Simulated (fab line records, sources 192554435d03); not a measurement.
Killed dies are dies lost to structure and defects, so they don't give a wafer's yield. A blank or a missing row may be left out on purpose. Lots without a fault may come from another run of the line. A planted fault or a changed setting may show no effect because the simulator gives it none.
Split-lot experiment | flow n5_finfet | 7 lots, 21 wafers read, on a route of 1938 steps

THE SPLIT
At N5_HKMG_FIN_EXPOSE_09 (exposes mask NWFM), the setting dose_mj was moved away from the recipe's 39.25 on 8 of the 21 wafers read, by -3.1% to +6.3%. The other wafers ran this setting at the recipe's value.

FROM THE SPLIT TO THE READING: what the file shows between them, 2 steps
- N5_HKMG_FIN_PEB_10: peb time 60 s
- N5_HKMG_FIN_DEVELOP_11: develop time 30 s

THE READING
cd_nm, in nm, at N5_HKMG_FIN_CD_MEAS_12 (target cd 92.8 nm). Fault-free wafers of this fab line usually give 92.8 nm, standard deviation 0.51 nm.

wafer  | tool, chamber at the split | dose_mj as run | against the recipe | cd_nm, nm | against lot-mates on the recipe
L074.1 | arfi_scanner-01, 0         | 39.25          | recipe             | 92.5      | -
L074.4 | arfi_scanner-01, 0         | 41.57          | +5.9%              | 96.7      | +4.0
L074.5 | arfi_scanner-01, 0         | 39.25          | recipe             | 92.8      | -
L084.1 | arfi_scanner-02, 0         | 39.25          | recipe             | 92.7      | -
L084.2 | arfi_scanner-02, 0         | 39.25          | recipe             | 92.9      | -
L084.5 | arfi_scanner-02, 0         | 39.25          | recipe             | 93.0      | -
L086.2 | arfi_scanner-01, 0         | 39.25          | recipe             | 93.7      | -
L086.5 | arfi_scanner-01, 0         | 39.25          | recipe             | 93.2      | -
L086.6 | arfi_scanner-01, 0         | 40.11          | +2.2%              | 94.8      | +1.3
L087.3 | arfi_scanner-01, 0         | 41.71          | +6.3%              | 96.8      | +3.5
L087.5 | arfi_scanner-01, 0         | 41.71          | +6.3%              | 97.3      | +4.0
L087.6 | arfi_scanner-01, 0         | 39.25          | recipe             | 93.3      | -
L089.2 | arfi_scanner-02, 0         | 39.25          | recipe             | 92.4      | -
L089.4 | arfi_scanner-02, 0         | 39.25          | recipe             | 93.0      | -
L089.6 | arfi_scanner-02, 0         | 39.25          | recipe             | 93.1      | -
L093.1 | arfi_scanner-02, 0         | 40.3           | +2.7%              | 94.2      | +1.3
L093.2 | arfi_scanner-02, 0         | 39.25          | recipe             | 93.1      | -
L093.4 | arfi_scanner-02, 0         | 39.25          | recipe             | 92.8      | -
L094.3 | arfi_scanner-03, 0         | 38.04          | -3.1%              | 91.0      | no lot-mate on the recipe
L094.4 | arfi_scanner-03, 0         | 38.04          | -3.1%              | 90.7      | no lot-mate on the recipe
L094.5 | arfi_scanner-03, 0         | 38.04          | -3.1%              | 90.7      | no lot-mate on the recipe

THE FIT
A straight line over all 21 wafers: cd_nm changes by +0.657 nm for each +1% of dose_mj; r = +0.98; the points scatter about the line by 0.33 nm.
The same after taking each lot's own level away (the mean of its wafers on the recipe; 18 wafers): +0.618 nm for each +1%; r = +0.99; scatter 0.25 nm.
On that fit, the largest move of dose_mj shifts the reading by 3.9 nm.
The lots' own levels span 92.65 to 93.45 nm, that is 1.6 times the standard deviation above.
So the lot-to-lot level changes the slope little: the two slopes agree.
Check: with one of the wafers moved furthest among these (+6.3%) left out of the fit, the line predicts +4.03 nm for it against its lot-mates. It came out at +3.5 nm against them.

OTHER SPLITS ON THESE WAFERS
These wafers also went through other splits before the reading. Each is held against what the fit with the lots' levels taken away leaves over:
other split on the same wafers | wafers away from the commonest value | r with cd_nm (lot level and that fit taken away)
N5_SDB_COAT_05 spin_rpm        | 7                                    | +0.16

THE FILE'S OWN FIT
cd_nm changes by +0.62 nm for each +1% of dose_mj, r = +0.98.
